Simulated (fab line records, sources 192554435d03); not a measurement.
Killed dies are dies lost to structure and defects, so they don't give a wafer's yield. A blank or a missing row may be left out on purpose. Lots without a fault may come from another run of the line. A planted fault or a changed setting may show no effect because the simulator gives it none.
fab line records | flow n5_finfet
record lots=7 wafers=20 last_day=18
route steps=1938 shown STI_FIN_REVEAL@184 BEOL_M4@1111 PASSIVATION@1936
lots that met no fault: from a run of the same line without faults
start_h: hours from the record's first day to the start of the lot's first wafer shown | wait_h: hours since the lot's step before | " the same as in the row above | L1.1+2: a row that stands for several wafers | - no value, or no start given | * or withheld: withheld | < > ~ a bound
route shown NAME@n: a module of which the file shows steps, and the number in the route of the first | usual: mean/standard deviation of fault-free wafers | same: alike in all rows | chamber/n: place in a boat | sites: the reading at each site | _std_site: their standard deviation | _edge_site: outer sites' mean less inner sites' | radius_mm: how far each site lies from the wafer's centre | mask NAME#n: copy n | behind: the tool/chamber that last shaped the wafer | hold: why the lot was held/for how many hours/how that ended | device: the transistor (n, p or np) that didn't switch | end of line: the same wafers' tests at the end of the route | a step without rows: its recipe alone | killed: dies lost to structure and defects at the first sort, not the wafer's yield | map: a wafer's dies, x killed, . not, _ none there
set.NAME: the setting as run; set.NAME@STEP: as run at that earlier step | model.NAME: the simulator's own value behind a step, which no gauge read
lots at some steps of the route; a table a step, a row a wafer
services: from which hour (start_h, from the record's first day; less than 0 if before it) a tool's chamber was out of use, for how many hours, and why
## steps
# step N5_STI_FIN_REVEAL_ALD_14
# recipe material=Si3N4 target_thk_a=30 temp_c=400 ald_precursor_family=SiH2I2 ald_co_reactant=N2/H2-plasma pressure_torr=2
# usual heater_power_w=863/71
# columns lot.wafer tool chamber start_h wait_h heater_power_w
L244.1 ald_sin-03 0 33.69 0.0 884
L244.3 " 2 " " 785
L244.4 " 1 " " 836
L247.1 ald_sin-04 0 52.44 0.0 812
L247.2 " 1 " " 847
L247.6 " 0 " " 800
L248.2 ald_sin-02 0 57.85 0.0 906
L248.5 " 1 " " 858
L248.6 " 0 " " 900
L249.1 ald_sin-02 0 66.80 0.0 914
L249.3 " 1 " " 880
L249.4 " 2 " " 762
L253.2 ald_sin-04 1 87.90 0.0 879
L253.4 " 0 " " 824
L260.1 ald_sin-04 2 129.49 0.0 1009
L260.2 " 0 " " 822
L260.6 " 3 " " 981
L262.1 ald_sin-03 3 144.45 0.0 856
L262.2 " 1 " " 813
L262.4 " 0 " " 852
# step N5_STI_FIN_REVEAL_FCVD_FILL_01
# recipe material=SiO2_flowable target_thk_a=3120 temp_c=100 pressure_torr=0.8 rf_w=2000 time_s=512.2
# step N5_STI_FIN_REVEAL_DENSIFY_02
# recipe temp_c=650 ambient=steam time_s=1800 idle_temp_c=400 densification_p_h2o_torr=640
# step N5_STI_FIN_REVEAL_CMP_04
# recipe stop_on=Si3N4 t_overpolish_s=4 down_force_psi=2 platen_rpm=54.18 post_cmp_clean=alkaline_brush pad_velocity_m_s=1.078 target_thk_nm=131.83
# step N5_STI_FIN_REVEAL_THK_MEAS_05
# usual thk_nm=131.7/1
# columns lot.wafer tool chamber start_h wait_h thk_nm
L244.1 film_metro-01 - 39.03 - 133.4
L244.3 " - " " 131.0
L244.4 " - " " 131.8
L247.1 film_metro-01 - 57.78 - 130.0
L247.2 " - " " 132.2
L247.6 " - " " 131.4
L248.2 film_metro-01 - 63.20 - 132.5
L248.5 " - " " 129.6
L248.6 " - " " 134.0
L249.1 film_metro-02 - 72.13 - 133.4
L249.3 " - " " 132.2
L249.4 " - " " 132.4
L253.2 film_metro-01 - 93.23 - 132.0
L253.4 " - " " 133.1
L260.1 film_metro-01 - 134.83 - 134.7
L260.2 " - " " 131.4
L260.6 " - " " 133.4
L262.1 film_metro-02 - 149.78 - 130.9
L262.2 " - " " 130.5
L262.4 " - " " 130.3
# step N5_STI_FIN_REVEAL_DENSIFY_30
# recipe temp_c=* time_s=* ambient=N2 idle_temp_c=600 ramp_up_c_per_s=150 ramp_down_c_per_s=60 cool_to_c=600
# usual lamp_power_pct=11.53/0.05 wafer_temp_C_max=*
# columns lot.wafer tool chamber start_h wait_h lamp_power_pct wafer_temp_C_max
L244.1 rtp_anneal-01 0 39.17 0.1 11.55 *
L244.3 " 0 " " 11.59 *
L244.4 " 0 " " 11.48 *
L247.1 rtp_anneal-02 0 57.81 0.0 11.54 *
L247.2 " 0 " " 11.61 *
L247.6 " 0 " " 11.50 *
L248.2 rtp_anneal-02 0 63.32 0.1 11.56 *
L248.5 " 0 " " 11.51 *
L248.6 " 0 " " 11.41 *
L249.1 rtp_anneal-01 0 72.16 0.0 11.54 *
L249.3 " 0 " " 11.56 *
L249.4 " 0 " " 11.46 *
L253.2 rtp_anneal-02 0 93.29 0.1 11.62 *
L253.4 " 0 " " 11.44 *
L260.1 rtp_anneal-02 0 135.03 0.2 11.54 *
L260.2 " 0 " " 11.52 *
L260.6 " 0 " " 11.49 *
L262.1 rtp_anneal-01 0 149.81 0.0 11.61 *
L262.2 " 0 " " 11.51 *
L262.4 " 0 " " 11.50 *
# step N5_STI_FIN_REVEAL_ETCHBACK_08
# recipe chemistry=C4F6/O2 target=SiO2 target_depth_a=305 time_s=10.167 ion_energy_ev=250 pressure_mtorr=30 source_w=345 bias_w=185 Ar_flow_sccm=300 C4F6_flow_sccm=10 O2_flow_sccm=10
# usual O2_flow_sccm=9.999/0.028 drypump_motor_current_A=6.0/0.46 oes_product_au=0.78/0.06 rf_vpp_V=665/10 showerhead_plenum_p_Torr=2.86/0.087 throttle_valve_pct=21.25/0.24
# columns lot.wafer tool chamber start_h wait_h O2_flow_sccm drypump_motor_current_A oes_product_au rf_hours_counter_h rf_vpp_V showerhead_plenum_p_Torr throttle_valve_pct
L244.1 rie_diel-04 3 39.44 0.2 10.010 5.6 0.72 201 679 2.95 21.52
L244.3 " 1 " " 9.982 5.6 0.90 32 662 2.91 21.34
L244.4 " 2 " " 10.001 6.0 0.85 45 662 2.90 20.83
L247.1 rie_diel-01 1 58.02 0.2 10.021 6.2 0.91 35 678 2.90 21.25
L247.2 " 2 " " 10.011 5.6 0.82 62 667 2.75 21.08
L247.6 " 3 " " 9.977 6.7 0.74 - 677 2.95 21.44
L248.2 rie_diel-02 3 63.69 0.3 9.984 5.2 0.74 151 664 2.87 21.06
L248.5 " 3 " " 10.045 5.2 0.74 - 661 2.87 21.06
L248.6 " 0 " " 9.983 6.2 0.69 - 660 2.95 21.53
L249.1 rie_diel-01 0 72.39 0.2 9.979 5.9 0.77 131 653 2.74 20.93
L249.3 " 2 " " 10.047 5.6 0.81 68 667 2.75 21.08
L249.4 " 2 " " 10.028 5.6 0.81 - 667 2.75 21.07
L253.2 rie_diel-02 2 93.47 0.2 10.089 6.6 0.77 143 660 3.00 21.66
L253.4 " 1 " " 9.968 5.8 0.79 - 657 2.87 21.36
L260.1 rie_diel-01 0 135.24 0.2 9.943 5.9 0.75 154 653 2.73 20.97
L260.2 " 3 " " 9.963 6.6 0.71 214 677 2.94 21.48
L260.6 " 3 " " 10.000 6.7 0.71 - 677 2.94 21.47
L262.1 rie_diel-01 3 150.04 0.2 10.036 6.8 0.70 219 677 2.94 21.48
L262.2 " 1 " " 9.986 6.2 0.86 62 677 2.89 21.31
L262.4 " 2 " " 9.983 5.6 0.78 96 667 2.73 21.13
# step N5_STI_FIN_REVEAL_STRIP_24
# recipe chemistry=N2/H2 time_s=90 power_w=100 temp_c=40 pressure_mtorr=100 rf_frequency_hz=6e+07 bias_power_w=3 n2_flow_sccm=300 h2_flow_sccm=300
# usual bias_power_w=2.998/0.0086 drypump_motor_current_A=6.0/0.45 oes_product_au=0.78/0.059 rf_vpp_V=45.5/0.83 showerhead_plenum_p_Torr=3.39/0.083 throttle_valve_pct=12.26/0.17
# columns lot.wafer tool chamber start_h wait_h bias_power_w drypump_motor_current_A oes_product_au rf_hours_counter_h rf_vpp_V showerhead_plenum_p_Torr throttle_valve_pct
L244.1 rie_diel-04 3 39.48 0.0 3.004 5.6 0.71 201 44.7 3.46 12.40
L244.3 " 1 " " 2.994 5.6 0.90 32 45.3 3.44 12.12
L244.4 " 2 " " 2.998 6.0 0.85 45 44.7 3.43 11.84
L247.1 rie_diel-01 1 58.06 0.0 3.008 6.2 0.90 35 46.9 3.45 12.17
L247.2 " 2 " " 2.988 5.6 0.82 62 45.2 3.30 12.24
L247.6 " 3 " " 3.009 6.6 0.74 - 45.0 3.47 12.34
L248.2 rie_diel-02 3 63.74 0.0 2.982 5.2 0.75 151 45.3 3.37 12.03
L248.5 " 3 " " 2.995 5.2 0.75 - 45.4 3.37 12.03
L248.6 " 0 " " 3.001 6.2 0.70 - 46.0 3.46 12.51
L249.1 rie_diel-01 0 72.43 0.0 3.000 5.9 0.77 131 45.5 3.26 12.15
L249.3 " 2 " " 3.004 5.6 0.81 68 45.2 3.30 12.26
L249.4 " 2 " " 3.015 5.6 0.82 - 45.3 3.30 12.25
L253.2 rie_diel-02 2 93.50 0.0 2.992 6.6 0.78 143 44.8 3.51 12.50
L253.4 " 1 " " 3.008 5.8 0.80 - 46.0 3.36 12.16
L260.1 rie_diel-01 0 135.28 0.0 2.989 5.9 0.76 154 46.3 3.25 12.23
L260.2 " 3 " " 2.987 6.7 0.72 214 45.9 3.46 12.43
L260.6 " 3 " " 3.011 6.7 0.71 - 46.2 3.46 12.43
L262.1 rie_diel-01 3 150.08 0.0 3.002 6.7 0.71 219 45.6 3.45 12.44
L262.2 " 1 " " 2.982 6.1 0.87 62 47.0 3.44 12.24
L262.4 " 2 " " 2.996 5.6 0.79 96 46.6 3.28 12.31
# step N5_STI_FIN_REVEAL_PRECLEAN_25
# recipe chemistry=SPM time_s=90 temp_c=120 mix=4:1
# step N5_STI_FIN_REVEAL_PRECLEAN_26
# recipe chemistry=SC1 time_s=45 temp_c=46 mix=1:2:100
# step N5_STI_FIN_REVEAL_PRECLEAN_29
# recipe chemistry=DHF time_s=30 temp_c=25 dilution=300:1
# step N5_STI_FIN_REVEAL_SRD_12
# recipe time_s=30 temp_c=23 rinse_liquid=diw dry=ipa_marangoni
# step N5_STI_FIN_REVEAL_RECESS_09
# recipe chemistry=HF/NH3 target=SiO2 afs_cycles=11 target_depth_a=425 temp_c=30 sublimation_temp_c=180 sublimation_time_s=60
# usual drypump_motor_current_A=5.6/0.36
# columns lot.wafer tool chamber start_h wait_h drypump_motor_current_A
L244.1 vapor_etch-01 0 39.69 0.0 5.3
L244.3 " 0 " " 5.3
L244.4 " 1 " " 5.6
L247.1 vapor_etch-01 1 58.27 0.0 5.6
L247.2 " 0 " " 5.2
L247.6 " 1 59.33 1.1 5.6
L248.2 vapor_etch-01 0 64.01 0.0 5.2
L248.5 " 0 65.07 1.1 5.2
L248.6 " 1 " " 5.6
L249.1 vapor_etch-01 0 72.64 0.0 5.2
L249.3 " 0 " " 5.2
L249.4 " 1 " " 5.6
L253.2 vapor_etch-01 0 93.72 0.0 5.2
L253.4 " 1 " " 5.6
L260.1 vapor_etch-02 1 135.49 0.0 6.2
L260.2 " 0 " " 5.3
L260.6 " 0 136.55 1.1 5.3
L262.1 vapor_etch-02 1 150.29 0.0 6.2
L262.2 " 0 " " 5.3
L262.4 " 1 " " 6.2
# step N5_STI_FIN_REVEAL_STRIP_16
# recipe chemistry=H3PO4 material=SiNx temp_c=165 target_depth_a=238 overetch_fraction=0.4964 dry=ipa_marangoni
# step N5_STI_FIN_REVEAL_PRECLEAN_17
# recipe chemistry=NF3:NH3 afs_cycles=1 temp_c=30 time_s=20 sublimation_temp_c=180 sublimation_time_s=60 pressure_torr=3 rf_power_w=30
# step N5_STI_FIN_REVEAL_ETCH_34
# recipe chemistry=H2 mode=isotropic material=Si target=Si target_depth_a=9.7 temp_c=20 pressure_mtorr=4.5 icp_w=300 bias_w=0 h2_flow_sccm=7.5 he_flow_sccm=142.5
# step N5_STI_FIN_REVEAL_OXIDATION_31
# recipe chemistry=O2_PLASMA_REMOTE temp_c=150 time_s=20 pressure_mtorr=1000 source_power_w=2000 o2_flow_sccm=3000
# usual drypump_motor_current_A=5.40/0.26 heater_power_w=152/6.5
# columns lot.wafer tool chamber start_h wait_h drypump_motor_current_A heater_power_w rf_hours_counter_h
L244.1 plasma_asher-01 0 41.87 0.0 5.45 143 29
L244.3 " 1 " " 5.64 152 -
L244.4 " 0 " " 5.47 150 -
L247.1 plasma_asher-02 1 60.45 0.0 5.16 164 73
L247.2 " 0 " " 4.97 151 73
L247.6 " 0 " " 4.98 150 -
L248.2 plasma_asher-01 0 66.16 0.0 5.48 146 33
L248.5 " 0 " " 5.46 148 -
L248.6 " 1 " " 5.66 151 -
L249.1 plasma_asher-02 0 74.79 0.0 4.97 150 76
L249.3 " 0 " " 4.95 151 -
L249.4 " 1 " " 5.16 158 -
L253.2 plasma_asher-01 0 95.89 0.0 5.46 145 39
L253.4 " 1 " " 5.65 154 -
L260.1 plasma_asher-01 0 137.65 0.0 5.45 142 50
L260.2 " 1 " " 5.69 160 50
L260.6 " 0 " " 5.45 143 -
L262.1 plasma_asher-01 0 152.44 0.0 5.47 144 53
L262.2 " 1 " " 5.64 155 53
L262.4 " 1 " " 5.65 159 -
# step N5_STI_FIN_REVEAL_PRECLEAN_32
# recipe chemistry=NF3:NH3 afs_cycles=1 temp_c=30 time_s=20 sublimation_temp_c=180 sublimation_time_s=60 pressure_torr=3 rf_power_w=30
# step N5_STI_FIN_REVEAL_STRIP_35
# recipe chemistry=H3PO4 material=Si3N4 temp_c=165 target_depth_a=40 time_s=39
# step N5_STI_FIN_REVEAL_SRD_21
# recipe dry=ipa_marangoni time_s=30 temp_c=23 rinse_liquid=diw
# step N5_STI_FIN_REVEAL_OXIDATION_33
# recipe chemistry=O2_PLASMA_REMOTE temp_c=150 time_s=20 pressure_mtorr=1000 source_power_w=2000 o2_flow_sccm=3000
# step N5_STI_FIN_REVEAL_CLEAN_19
# recipe chemistry=O3/DIW temp_c=25 time_s=120 o3_ppm=10
# step N5_STI_FIN_REVEAL_SRD_23
# recipe dry=ipa_marangoni time_s=30 temp_c=23 rinse_liquid=diw
# step N5_STI_FIN_REVEAL_CD_MEAS_22
# recipe target_cd_nm=6.238 pitch_nm=28 polarity=line
# usual cd_nm=6.29/0.28
# columns lot.wafer tool chamber start_h wait_h cd_nm
L244.1 cd_sem-03 - 42.42 0.0 6.59
L244.3 " - " " 6.81
L244.4 " - " " 6.00
L247.1 cd_sem-01 - 60.97 0.0 6.48
L247.2 " - " " 6.48
L247.6 " - " " 6.81
L248.2 cd_sem-02 - 66.68 0.0 6.39
L248.5 " - " " 6.69
L248.6 " - " " 6.75
L249.1 cd_sem-03 - 75.31 0.0 5.81
L249.3 " - " " 6.18
L249.4 " - " " 5.86
L253.2 cd_sem-03 - 96.43 0.0 6.03
L253.4 " - " " 6.21
L260.1 cd_sem-01 - 138.16 0.0 6.42
L260.2 " - " " 6.41
L260.6 " - " " 6.64
L262.1 cd_sem-01 - 152.96 0.0 5.95
L262.2 " - " " 6.07
L262.4 " - " " 6.36
# step N5_STI_FIN_REVEAL_FIN_H_MEAS_10
# usual trench_depth_nm=51.9/0.65
# columns lot.wafer tool chamber start_h wait_h trench_depth_nm
L244.1 ocd-01 - 42.45 0.0 51.6
L244.3 " - " " 52.0
L244.4 " - " " 51.1
L247.1 ocd-02 - 61.00 0.0 52.6
L247.2 " - " " 51.7
L247.6 " - " " 52.0
L248.2 ocd-01 - 66.71 0.0 54.2
L248.5 " - " " 51.4
L248.6 " - " " 51.6
L249.1 ocd-01 - 75.34 0.0 51.4
L249.3 " - " " 51.2
L249.4 " - " " 53.9
L253.2 ocd-02 - 96.46 0.0 54.8
L253.4 " - " " 55.5
L260.1 ocd-01 - 138.19 0.0 51.3
L260.2 " - " " 51.6
L260.6 " - " " 51.5
L262.1 ocd-01 - 152.99 0.0 52.2
L262.2 " - " " 53.2
L262.4 " - " " 51.5
# step N5_STI_FIN_REVEAL_PRECLEAN_18
# recipe chemistry=SC2 time_s=45 temp_c=35 mix=1:1:50
# step N5_BEOL_M4_RC_MEAS_101
# usual DIBL_N=36.1/1.6 DIBL_P=35.8/2.1 IOFF_N=0.16/0.031 IOFF_P=0.21/0.034 ION_N=673/12 ION_P=461/7.2 SS_N=71.4/0.59 SS_P=73.3/0.63 VT_N=250/3.1 VT_P=-250/3.3
# columns lot.wafer tool chamber start_h wait_h DIBL_N[mV/V] DIBL_P[mV/V] IOFF_N[nA/um] IOFF_P[nA/um] ION_N[uA/um] ION_P[uA/um] SS_N[mV/dec] SS_P[mV/dec] VT_N[mV] VT_P[mV]
L244.1 prober-01 0 175.36 0.0 37.0 37.4 0.18 0.23 677 466 71.5 73.3 248 -248
L244.3 " 0 " " 40.3 41.5 0.26 0.31 702 479 73.1 74.3 244 -245
L244.4 " 0 " " 34.9 34.2 0.13 0.17 660 455 71.8 72.4 253 -251
L247.1 prober-02 0 200.75 0.0 35.2 36.3 0.16 0.21 680 465 71.5 73.5 250 -252
L247.2 " 0 " " 35.7 36.7 0.17 0.20 670 459 70.6 74.7 251 -250
L247.6 " 0 " " 37.3 38.2 0.19 0.22 686 461 72.3 74.0 247 -248
L248.2 prober-01 0 203.01 0.2 37.4 37.3 0.17 0.23 705 481 71.9 73.2 250 -249
L248.5 " 0 " " 40.0 41.0 0.21 0.29 679 465 72.3 74.3 247 -246
L248.6 " 0 " " 39.5 39.4 0.21 0.25 690 462 72.2 73.2 246 -247
L249.1 prober-01 0 210.18 0.0 33.8 33.7 0.11 0.16 644 443 71.2 73.1 253 -253
L249.3 " 0 " " 35.4 34.8 0.14 0.17 656 450 70.8 73.2 250 -255
L249.4 " 0 " " 34.0 33.7 0.13 0.15 684 462 71.0 73.4 253 -257
L253.2 prober-01 0 235.11 0.2 34.6 35.6 0.14 0.17 694 477 70.7 73.2 252 -253
L253.4 " 0 " " 35.6 36.4 0.15 0.19 697 475 70.7 72.0 251 -255
L262.1 prober-01 0 284.14 0.0 32.9 31.4 0.10 0.15 633 446 70.2 71.6 260 -256
L262.2 " 0 " " 35.6 34.5 0.14 0.20 675 460 71.4 73.2 252 -253
L262.4 " 0 " " 34.8 34.1 0.13 0.19 660 449 70.8 72.9 251 -253
L260.1 prober-01 0 320.15 0.0 36.2 34.5 0.17 0.21 671 457 71.5 72.3 251 -249
L260.2 " 0 " " 38.4 36.9 0.22 0.25 692 467 71.8 73.6 246 -244
L260.6 " 0 " " 38.3 37.0 0.23 0.25 682 466 71.6 73.6 247 -245
# step N5_PASSIVATION_PROBE_49
# usual defect_limited_yield=91.0/1.5 killed_at_M0_to_M3=35/11 killed_at_M4_up=13/6 killed_at_contacts=14/6.5 killed_at_front_end=40/12 killed_at_other=4/3.4 killed_dies=106/18 killed_open=68/14 killed_short=35/7.7 sort_bin_5_function=5.2/0.98 sort_bin_6_memory=3.4/0.72 sort_bin_8_speed=0.02/0.24 sort_n_pass=1074/18 sort_yield_pct=91.0/1.5
# same gross_dies=1180 killed_at_back_side=0 sort_bin_4_leakage[%]=0
# columns lot.wafer tool chamber start_h wait_h defect_limited_yield[%] killed_at_M0_to_M3 killed_at_M4_up killed_at_contacts killed_at_front_end killed_at_other killed_dies killed_open killed_short sort_bin_5_function[%] sort_bin_6_memory[%] sort_bin_8_speed[%] sort_n_pass sort_yield_pct[%]
L244.1 prober-01 - 286.42 0.0 92.0 26 12 16 29 11 94 62 31 4.9 2.8 0 1086 92.0
L244.3 prober-01 - 286.52 0.1 94.2 27 5 5 26 5 68 40 26 3.9 1.8 0 1112 94.2
L244.4 prober-01 - 286.57 0.2 91.7 38 9 10 32 9 98 56 41 4.2 3.6 0 1082 91.7
L253.2 prober-02 - 337.79 0.1 91.0 28 19 10 44 5 106 74 32 4.8 4.0 0 1074 91.0
L253.4 prober-02 - 337.89 0.2 90.8 32 20 9 44 4 109 65 44 6.0 2.9 0 1071 90.8
L260.1 prober-02 - 425.38 0.0 89.1 33 28 28 40 0 129 101 28 6.2 4.7 0 1051 89.1
L260.2 prober-02 - 425.43 0.1 89.7 57 15 9 41 0 122 76 45 6.2 3.7 0 1058 89.7
L260.6 prober-02 - 425.63 0.3 90.3 35 25 6 49 0 115 77 37 5.8 3.6 0 1065 90.3
# killed by level:class
L244.1 MOL_CONTACT_COAG:geometric_particle:open=11 BEOL_M1:geometric_particle:open=8 FIN_SAQP:geometric_particle:open=6 BEOL_M0_SAQP:geometric_particle:open=6 STI_FIN_REVEAL:geometric_particle:open=5 MOL_CONTACT_COAG:geometric_particle:short=5 BEOL_M1:geometric_particle:short=5 PASS1_CAP:geometric_particle:short=4
L244.3 BEOL_M3:geometric_particle:open=9 FIN_SAQP:geometric_particle:short=6 BEOL_M0_SAQP:geometric_particle:short=6 FIN_SAQP:geometric_particle:open=5 STI_FIN_REVEAL:geometric_particle:open=5 MOL_CONTACT_COAG:geometric_particle:open=4 BEOL_M1:geometric_particle:short=3 BEOL_M1:geometric_particle:open=3
L244.4 BEOL_M3:geometric_particle:open=13 BEOL_M0_SAQP:geometric_particle:short=9 FIN_SAQP:geometric_particle:open=8 MOL_CONTACT_COAG:geometric_particle:open=7 BEOL_M1:geometric_particle:short=5 BEOL_M2:geometric_particle:open=5 PASS1_CAP:geometric_particle:short=5 FIN_SAQP:geometric_particle:short=4
L253.2 DUMMY_GATE:geometric_particle:open=11 MOL_CONTACT_COAG:geometric_particle:open=9 FIN_SAQP:geometric_particle:open=8 FIN_SAQP:geometric_particle:short=8 BEOL_M0_SAQP:geometric_particle:short=7 BEOL_M1:geometric_particle:open=7 STI_FIN_REVEAL:geometric_particle:open=6 BEOL_M0:geometric_particle:open=5
L253.4 BEOL_M4:geometric_particle:short=12 FIN_SAQP:geometric_particle:short=10 FIN_SAQP:geometric_particle:open=9 BEOL_M0_SAQP:geometric_particle:open=9 STI_FIN_REVEAL:geometric_particle:open=8 MOL_CONTACT_COAG:geometric_particle:open=8 BEOL_M1:geometric_particle:open=8 BEOL_M0_SAQP:geometric_particle:short=6
L260.1 MOL_CONTACT_COAG:geometric_particle:open=24 BEOL_M4:geometric_particle:open=22 FIN_SAQP:geometric_particle:short=12 BEOL_M3:geometric_particle:open=9 BEOL_M2:geometric_particle:open=8 STI_FIN_REVEAL:geometric_particle:open=7 DUMMY_GATE:geometric_particle:open=5 FIN_SAQP:geometric_particle:open=4
L260.2 BEOL_M0_SAQP:geometric_particle:open=15 BEOL_M0_SAQP:geometric_particle:short=14 BEOL_M3:geometric_particle:open=13 FIN_SAQP:geometric_particle:open=10 FIN_SAQP:geometric_particle:short=10 BEOL_M4:geometric_particle:open=9 MOL_CONTACT_COAG:geometric_particle:open=6 BEOL_M3:geometric_particle:short=5
L260.6 FIN_SAQP:geometric_particle:open=13 FIN_SAQP:geometric_particle:short=12 BEOL_M4:geometric_particle:open=12 BEOL_M3:geometric_particle:open=9 STI_FIN_REVEAL:geometric_particle:open=8 BEOL_M1:geometric_particle:open=7 MOL_CONTACT_COAG:geometric_particle:open=6 BEOL_M4:geometric_particle:short=6
## services
# columns tool chamber start_h hours kind
ald_sin-04 0 11.67 3.7 repair
rie_diel-01 3 12.47 18.8 repair
ald_sin-03 2 15.03 9.6 repair
ald_sin-02 3 38.80 6.9 repair
rie_diel-02 - 46.23 2.8 pm
ald_sin-04 1 49.52 1.7 repair
rie_diel-02 2 49.88 22.3 repair
rie_diel-02 1 60.94 12.0 repair
vapor_etch-02 - 67.72 1.4 repair
ald_sin-03 1 67.81 6.7 repair
rie_diel-01 1 68.06 6.8 repair
ald_sin-02 0 76.00 12.0 repair
plasma_asher-01 - 81.45 1.4 repair
ald_sin-03 - 86.62 14.0 pm
ald_sin-03 0 86.62 14.0 vent_cycle
ald_sin-03 1 86.62 14.0 vent_cycle
rie_diel-02 0 91.12 - clean
rie_diel-02 0 91.12 - consumable_replace:focus_ring
rie_diel-02 0 91.12 16.2 scheduled_down
rie_diel-02 0 91.12 16.2 vent_cycle
rie_diel-01 1 98.46 4.6 repair
plasma_asher-01 - 131.10 4.4 repair
ald_sin-02 1 147.49 30.3 repair
rie_diel-04 3 149.90 3.7 repair
## key
first_sign step=N5_STI_FIN_REVEAL_FIN_H_MEAS_10 reading=trench_depth_nm direction=up sigmas=4.1 usual=51.9 struck=54.6
effect step=N5_BEOL_M4_RC_MEAS_101 reading=ION_N direction=up sigmas=1.9 usual=673 struck=695
effect step=N5_BEOL_M4_RC_MEAS_101 reading=ION_P direction=up sigmas=1.8 usual=461 struck=474
met_at N5_STI_FIN_REVEAL_RECESS_09
struck_wafers L248.2,L249.4,L253.2,L253.4
onset_between 58.27 64.01
fault kind=process_parameter_drift tool=vapor_etch-01 chamber=- onset_h=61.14 steps=N5_STI_FIN_REVEAL_RECESS_09 channel=target_depth_a offset=24.096 shape=step end_h=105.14 scope=struck_wafers_only acts_in=these_recipes_only stated=425
